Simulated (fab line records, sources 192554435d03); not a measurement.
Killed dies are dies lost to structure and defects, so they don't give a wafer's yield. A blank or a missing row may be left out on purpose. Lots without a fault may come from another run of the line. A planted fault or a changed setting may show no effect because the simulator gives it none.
Split-lot experiment | flow n5_finfet | 7 lots, 39 wafers read, on a route of 1938 steps

THE SPLIT
At N5_PASSIVATION_ETCH_54 (etches SiO2 in CHF3/O2, target depth 880 nm, time 440 s), the setting target_depth_a was moved away from the recipe's 8800 angstrom on 12 of the 39 wafers read, by -22.7% to +53.4%. The other wafers ran this setting at the recipe's value.

The reading is taken at the split's own step.

THE READING
etch.depth_nm (the simulator's own value, which no gauge read), in nm, at N5_PASSIVATION_ETCH_54 (etches SiO2 in CHF3/O2, target depth 880 nm, time 440 s). The file gives no usual value for it. The 27 wafers here that ran the recipe average 879.2 nm, standard deviation 16 nm.

wafer  | tool, chamber at the split | target_depth_a as run, angstrom | against the recipe | etch.depth_nm, nm | against lot-mates on the recipe
L074.1 | rie_diel-05, 0             | 8800                            | recipe             | 868.1             | -
L074.2 | rie_diel-05, 1             | 8800                            | recipe             | 897.1             | -
L074.3 | rie_diel-05, 3             | 8800                            | recipe             | 866               | -
L074.4 | rie_diel-05, 2             | 8800                            | recipe             | 897.9             | -
L074.5 | rie_diel-05, 2             | 8800                            | recipe             | 893.4             | -
L074.6 | rie_diel-05, 3             | 8800                            | recipe             | 873               | -
L075.1 | rie_diel-06, 2             | 8800                            | recipe             | 884.7             | -
L075.2 | rie_diel-06, 3             | 8800                            | recipe             | 871.7             | -
L075.3 | rie_diel-06, 0             | 12570                           | +42.8%             | 1216              | +330.2
L075.4 | rie_diel-06, 1             | 8800                            | recipe             | 901               | -
L075.5 | rie_diel-06, 0             | 12570                           | +42.8%             | 1215              | +329.2
L075.6 | rie_diel-06, 3             | 12570                           | +42.8%             | 1241              | +355.2
L078.1 | rie_diel-06, 1             | 8800                            | recipe             | 885.5             | -
L078.2 | rie_diel-06, 3             | 8800                            | recipe             | 870.8             | -
L078.3 | rie_diel-06, 0             | 8800                            | recipe             | 844               | -
L078.4 | rie_diel-06, 3             | 8800                            | recipe             | 878.6             | -
L078.5 | rie_diel-06, 1             | 8800                            | recipe             | 882.8             | -
L078.6 | rie_diel-06, 0             | 8800                            | recipe             | 842.9             | -
L083.1 | rie_diel-06, 1             | 8800                            | recipe             | 891               | -
L083.2 | rie_diel-06, 2             | 13500                           | +53.4%             | 1384              | +507.7
L083.3 | rie_diel-06, 0             | 13500                           | +53.4%             | 1294              | +417.7
L083.4 | rie_diel-06, 0             | 8800                            | recipe             | 842               | -
L083.5 | rie_diel-06, 2             | 13500                           | +53.4%             | 1380              | +503.7
L083.6 | rie_diel-06, 1             | 8800                            | recipe             | 895.9             | -
L089.2 | rie_diel-05, 2             | 8800                            | recipe             | 881.8             | -
L089.4 | rie_diel-05, 3             | 8800                            | recipe             | 876               | -
L089.5 | rie_diel-05, 3             | 8800                            | recipe             | 885.3             | -
L088.1 | rie_diel-06, 3             | 8800                            | recipe             | 883.5             | -
L088.2 | rie_diel-06, 0             | 11500                           | +30.7%             | 1106              | +223.6
L088.3 | rie_diel-06, 2             | 11500                           | +30.7%             | 1180              | +297.6
L088.4 | rie_diel-06, 1             | 11500                           | +30.7%             | 1184              | +301.6
L088.5 | rie_diel-06, 3             | 8800                            | recipe             | 873.3             | -
L088.6 | rie_diel-06, 2             | 8800                            | recipe             | 890.4             | -
L093.1 | rie_diel-05, 3             | 6800                            | -22.7%             | 683.3             | -203.6
L093.2 | rie_diel-05, 1             | 8800                            | recipe             | 899.7             | -
L093.3 | rie_diel-05, 2             | 6800                            | -22.7%             | 681.1             | -205.8
L093.4 | rie_diel-05, 0             | 8800                            | recipe             | 866.2             | -
L093.5 | rie_diel-05, 1             | 8800                            | recipe             | 894.8             | -
L093.6 | rie_diel-05, 2             | 6800                            | -22.7%             | 681.9             | -205.0

THE FIT
A straight line over all 39 wafers: etch.depth_nm changes by +8.63 nm for each +1% of target_depth_a; r = +0.99; the points scatter about the line by 23 nm.
The same after taking each lot's own level away (the mean of its wafers on the recipe; 39 wafers): +8.65 nm for each +1%; r = +0.99; scatter 23 nm.
On that fit, the largest move of target_depth_a shifts the reading by 4.6e+02 nm.
The lots' own levels span 867.43 to 886.90 nm, that is 1.2 times the standard deviation above.
So the lot-to-lot level changes the slope little: the two slopes agree.
Check: with one of the wafers moved furthest among these (+53.4%) left out of the fit, the line predicts +452 nm for it against its lot-mates. It came out at +508 nm against them.

OTHER SPLITS ON THESE WAFERS
These wafers also went through other splits before the reading. Each is held against what the fit with the lots' levels taken away leaves over:
other split on the same wafers     | wafers away from the commonest value | r with etch.depth_nm (lot level and that fit taken away)
N5_BEOL_M9_ETCH_66 time_s          | 15                                   | +0.01
N5_BEOL_M12_ILD_DEP_00 time_s      | 18                                   | +0.03
N5_MIM_BOT_SPUTTER_00 target_thk_a | 15                                   | +0.04

THE WHOLE CHAIN: every reading that the file lists as answering this split, in the file's order
step                   | what it does                                            | reading                                                                       | change (the file's fit)              | r (the file's)
N5_PASSIVATION_ETCH_54 | etches SiO2 in CHF3/O2, target depth 880 nm, time 440 s | PASSIVATION.feature_depth_nm (the simulator's own value, which no gauge read) | +8.62 nm for each +1% of the setting | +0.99
N5_PASSIVATION_ETCH_54 | etches SiO2 in CHF3/O2, target depth 880 nm, time 440 s | etch.depth_nm (the simulator's own value, which no gauge read)                | +8.62 nm for each +1% of the setting | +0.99

THE FILE'S OWN FIT
etch.depth_nm changes by +8.62 nm for each +1% of target_depth_a, r = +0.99.
